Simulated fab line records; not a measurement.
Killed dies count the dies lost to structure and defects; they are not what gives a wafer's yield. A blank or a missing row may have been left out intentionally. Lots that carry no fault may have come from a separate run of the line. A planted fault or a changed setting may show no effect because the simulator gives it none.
A single fault, viewed from 3 desks    flow n5_finfet    only its own numbers are on each desk; what lay behind them is given at the end

## THE DEFECT DESK
Counts from the inspections along the route, per lot, as means over the sampled wafers that have a number. Marked OUT: a lot whose mean sits more than 4 standard deviations from the usual mean, which makes it out of limits; the brackets give that distance.
Columns: A = raw_defect_count at N5_BEOL_M7_INSPECT_13, usual 416
lot   first seen here  A
L446  day 13 13:38     397
L448  day 13 16:44     338
L450  day 13 16:46     415
L449  day 13 16:56     377
L451  day 14 18:44     445
L460  day 16 07:56     404
L458  day 16 18:22     382
L461  day 16 23:02     442
L465  day 18 04:12     401
L466  day 18 04:37     526
L468  day 18 17:11     419
This desk's verdict: no lot among the 11 shows anything out of limits.

## THE METROLOGY DESK
Means of the sampled wafers that have a number, per lot and without regard to the tool the lot ran on: this is what the gauges read. Marked OUT: a lot whose mean sits more than 4 standard deviations from the usual mean, which makes it out of limits; the brackets give that distance.
Columns: A = cd_nm at N5_BEOL_M7_CD_MEAS_28, usual 39.99 nm
lot   first seen here  A
L446  day 13 15:49     40.42
L448  day 13 17:59     39.89
L450  day 13 18:10     39.91
L449  day 13 18:56     40.14
L451  day 14 19:55     40.07
L460  day 16 11:05     39.96
L458  day 16 19:25     39.89
L461  day 17 00:01     39.94
L465  day 18 05:10     39.89
L466  day 18 09:20     39.91
L468  day 18 19:05     39.98
This desk's verdict: no lot among the 11 shows anything out of limits.

## TOOL OWNER'S DESK, rie_diel-03
The tool's own readings at N5_BEOL_M7_VIA_ETCH_34 (etches SiCOH lowk in C4F6/O2, target depth 125.5 nm, time 50.5 s): means of the sampled wafers that have a number, for each lot that ran on this tool. Marked OUT: a lot whose mean sits more than 4 standard deviations from the usual mean, which makes it out of limits; the brackets give that distance.
Columns: A = bias_w at N5_BEOL_M7_VIA_ETCH_34, usual 185.1 W; B = drypump_motor_current_A at N5_BEOL_M7_VIA_ETCH_34, usual 5.7 A; C = oes_product_au at N5_BEOL_M7_VIA_ETCH_34, usual 0.79 a.u.; D = rf_vpp_V at N5_BEOL_M7_VIA_ETCH_34, usual 663 V; E = showerhead_plenum_p_Torr at N5_BEOL_M7_VIA_ETCH_34, usual 2.85 Torr; F = throttle_valve_pct at N5_BEOL_M7_VIA_ETCH_34, usual 20.9 %
lot   first seen here  A                B    C     D               E     F
L446  day 13 16:07     185.2            5.7  0.76  649             2.72  20.7
L450  day 13 18:31     184.9            5.9  0.87  654             2.86  20.8
L460  day 16 11:36     184.9            6.3  0.78  671             2.88  20.9
L458  day 16 19:43     214.0 (+58) OUT  6.3  0.79  752 (+4.5) OUT  2.88  20.9
L461  day 17 00:43     213.9 (+58) OUT  6.1  0.77  733             2.84  21.0
This desk finds L458, L461 out of limits, L458 being first, at day 16 19:43 (bias_w at N5_BEOL_M7_VIA_ETCH_34). In limits: L446, L450, L460.

## BROUGHT TOGETHER
On L458, L461, at day 16 19:43, an alarm was possible from the tool owner's desk.
No out-of-limits result turned up at the defect desk.
At the metrology desk, nothing out of limits was observed.
The defect desk has L458, L461 on record, within its limits.
The metrology desk holds a record of L458, L461, inside its limits.
Every lot named ran N5_BEOL_M7_VIA_ETCH_34 on rie_diel-03.

## WHAT WAS PUT IN BY THE SIMULATOR
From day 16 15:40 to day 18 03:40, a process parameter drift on rie_diel-03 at N5_BEOL_M7_VIA_ETCH_34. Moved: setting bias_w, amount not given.
Shown lots that were struck: L458, L461.
Each desk's first reading out of limits, in hours after the fault started: the tool owner's desk, 4.
